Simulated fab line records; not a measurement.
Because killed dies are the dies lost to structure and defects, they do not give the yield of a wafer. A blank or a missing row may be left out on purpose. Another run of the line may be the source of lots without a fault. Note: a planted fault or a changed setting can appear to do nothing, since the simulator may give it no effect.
Split-lot trial	flow n5 finfet	route with 1938 steps; 7 lots, 39 wafers read

== THE SPLIT ==
At N5_BEOL_M0_SAQP_SPACER2_ALD_26 (deposits SiO2, target thk 15 nm, pulse time 1 s, purge time 2 s), the setting target thk a was moved away from the recipe's 150 angstrom on 9 of the 39 wafers read, by -49.8% to -23.5%. All remaining wafers had this setting at the recipe value.

== FROM THE SPLIT TO THE READING: what the file shows between them, 2 steps ==
- N5_BEOL_M0_SAQP_SPACER2_ETCHBACK_27: etches SiO2 in CHF3/O2, target depth 22.5 nm, time 11.25 s
- N5_BEOL_M0_SAQP_MANDREL2_REMOVE_110: chemistry HBr/Cl2/O2, target a-Si, stops on SiCN, bt time 10 s

== THE READING ==
cd nm, in nm, at N5_BEOL_M0_SAQP_CD_MEAS_29 (target cd 14.4 nm). Typical for fault-free wafers on this fab line: 14.96 nm, with standard deviation 0.23 nm.

wafer	tool, chamber at the split	target thk a as run, angstrom	against the recipe	cd nm, nm	against lot-mates on the recipe
L076.1	ald sin-03, 0,1	150	recipe	15.05	-
L076.2	ald sin-03, 0,1	150	recipe	14.75	-
L076.3	ald sin-03, 2,3,1	75.31	-49.8%	7.42	-7.58
L076.4	ald sin-03, 2,3,1	75.31	-49.8%	7.48	-7.52
L076.5	ald sin-03, 0	150	recipe	15.20	-
L076.6	ald sin-03, 2,3,1	75.31	-49.8%	7.29	-7.71
L079.1	ald sin-03, 1	83.41	-44.4%	8.27	-6.80
L079.2	ald sin-03, 3	83.41	-44.4%	8.37	-6.70
L079.3	ald sin-03, 2,0,0	150	recipe	15.31	-
L079.4	ald sin-03, 2,0,0	150	recipe	14.86	-
L079.5	ald sin-03, 2,0,0	150	recipe	15.05	-
L079.6	ald sin-03, 1	83.41	-44.4%	8.35	-6.72
L083.2	ald sin-03, 2,2,3	150	recipe	14.91	-
L083.5	ald sin-03, 2,2,3	150	recipe	14.62	-
L083.6	ald sin-03, 2,2,3	150	recipe	14.89	-
L088.1	ald sin-02, 1,2,3,2,1	150	recipe	14.84	-
L088.2	ald sin-02, 1,2,3,2,1	150	recipe	14.84	-
L088.3	ald sin-02, 0	150	recipe	14.76	-
L088.4	ald sin-02, 1,2,3,2,1	150	recipe	14.72	-
L088.5	ald sin-02, 1,2,3,2,1	150	recipe	15.04	-
L088.6	ald sin-02, 1,2,3,2,1	150	recipe	15.25	-
L092.1	ald sin-02, 0	150	recipe	15.36	-
L092.2	ald sin-02, 1,2,2	114.8	-23.5%	11.64	-3.35
L092.3	ald sin-02, 1,2,2	114.8	-23.5%	11.95	-3.04
L092.4	ald sin-02, 3	150	recipe	14.84	-
L092.5	ald sin-02, 3	150	recipe	14.77	-
L092.6	ald sin-02, 1,2,2	114.8	-23.5%	12.00	-2.99
L095.1	ald sin-03, 0,1,3,2,2,1	150	recipe	14.81	-
L095.2	ald sin-03, 0,1,3,2,2,1	150	recipe	15.17	-
L095.3	ald sin-03, 0,1,3,2,2,1	150	recipe	15.13	-
L095.4	ald sin-03, 0,1,3,2,2,1	150	recipe	15.09	-
L095.5	ald sin-03, 0,1,3,2,2,1	150	recipe	15.12	-
L095.6	ald sin-03, 0,1,3,2,2,1	150	recipe	14.94	-
L097.1	ald sin-01, 3,0,1,0,3	150	recipe	14.82	-
L097.2	ald sin-01, 1	150	recipe	15.52	-
L097.3	ald sin-01, 3,0,1,0,3	150	recipe	14.74	-
L097.4	ald sin-01, 3,0,1,0,3	150	recipe	15.06	-
L097.5	ald sin-01, 3,0,1,0,3	150	recipe	14.72	-
L097.6	ald sin-01, 3,0,1,0,3	150	recipe	14.90	-
Rows listing several chambers each stand for several wafers; the file does not say which wafer went through which chamber.

FIT RESULTS
A straight line over all 39 wafers: cd nm changes by +0.149 nm for each +1% of target thk a; r = +1.00; the points scatter about the line by 0.23 nm.
The same after taking each lot's own level away (the mean of its wafers on the recipe; 39 wafers): +0.151 nm for each +1%; r = +1.00; scatter 0.22 nm.
Per that fit: largest target thk a move, reading shift of 7.5 nm.
Across the lots, their own levels run from 14.807 to 15.073 nm, a range of 1.2 times the standard deviation given above.
Hence the lot-to-lot level has little effect on the slope; both slopes agree.
Check: -7.47 nm against its lot-mates is what the line predicts for one of the wafers moved furthest among these (-49.8%) when that wafer is left out of the fit. Against them it came out at -7.58 nm.

== THE WHOLE CHAIN: every reading that the file lists as answering this split, in the file's order ==
step	what it does	reading	change (the file's fit)	r (the file's)
N5_BEOL_M0_SAQP_SPACER2_ALD_26	deposits SiO2, target thk 15 nm, pulse time 1 s, purge time 2 s	SiO2_of_BEOL_M0_SAQP_SPACER2_ALD_26.thk nm (the simulator's own value, which no gauge read)	+0.15 nm for each +1% of the setting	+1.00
N5_BEOL_M0_SAQP_MANDREL2_REMOVE_110	chemistry HBr/Cl2/O2, target a-Si, stops on SiCN, bt time 10 s	BEOL_M0_SAQP.cd nm (the simulator's own value, which no gauge read)	+0.15 nm for each +1% of the setting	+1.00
N5_BEOL_M0_SAQP_CD_MEAS_29	target cd 14.4 nm	cd nm	+0.15 nm for each +1% of the setting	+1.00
N5_BEOL_M0_CUTY_ETCH_63	etches SOC in N2/H2, target depth 82.7 nm, overetch 16.5 nm, time 124 s	SiO2_of_BEOL_M0_SAQP_SPACER2_ALD_26.thk nm (the simulator's own value, which no gauge read)	+0.117 nm for each +1% of the setting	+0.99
N5_BEOL_M0_ETCH_138	etches SiCN in CH3F/O2, target depth 12 nm, time 31.6 s	SiO2_of_BEOL_M0_SAQP_SPACER2_ALD_26.thk nm (the simulator's own value, which no gauge read)	+0.0956 nm for each +1% of the setting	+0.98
N5_BEOL_M0_HM_OPEN_105	chemistry Cl2/BCl3, target TiN, target depth 12 nm	SiO2_of_BEOL_M0_SAQP_SPACER2_ALD_26.thk nm (the simulator's own value, which no gauge read)	+0.0524 nm for each +1% of the setting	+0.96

== FILE'S OWN FIT ==
cd nm changes by +0.15 nm for each +1% of target thk a, r = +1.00.
